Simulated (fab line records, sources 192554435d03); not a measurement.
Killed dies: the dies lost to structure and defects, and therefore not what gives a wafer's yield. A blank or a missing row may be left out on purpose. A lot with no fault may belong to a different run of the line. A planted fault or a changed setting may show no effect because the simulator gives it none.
Chamber matching    flow n5_finfet    4 sister chambers for N5_BEOL_M14_ETCH_68 on rie_diel-02
The step etches SOC in N2/H2, time 450 s. 4 wafers are shown with their chamber, then 7 later ones without.

WAFERS, EACH WITH ITS CHAMBER
wafer   chamber  drypump_motor_current_A (A)
L079.1  2        6.2
L087.6  0        5.0
L092.1  1        5.5
L092.2  3        6.0

WAFERS WITH NO CHAMBER GIVEN
wafer   drypump_motor_current_A (A)
L092.3  5.1
L094.1  6.2
L094.5  5.1
L094.6  5.5
L096.2  5.1
L096.4  5.5
L096.6  6.2

EACH ONE'S CHAMBER
wafer   from the rows above  in truth
L092.3  0                    0
L094.1  2                    2
L094.5  0                    0
L094.6  1                    1
L096.2  0                    0
L096.4  1                    1
L096.6  2                    2
Correctly placed: 7 of 7. Can't be placed from these rows: 0. Wrongly placed: 0.
How it was worked out, from the rows above alone: a wafer's distance from a chamber is the root of the sum, over the readings, of the square of ((its reading less the chamber's mean) divided by the reading's scatter). If the next closest chamber is less than 2 further off than the closest, the wafer can't be placed; otherwise it belongs to the closest. The mean given for a chamber averages the wafers shown for that chamber. The scatter: with one shown wafer a chamber, the root of the mean of the squares of how far each hidden wafer lies from its nearest shown one.
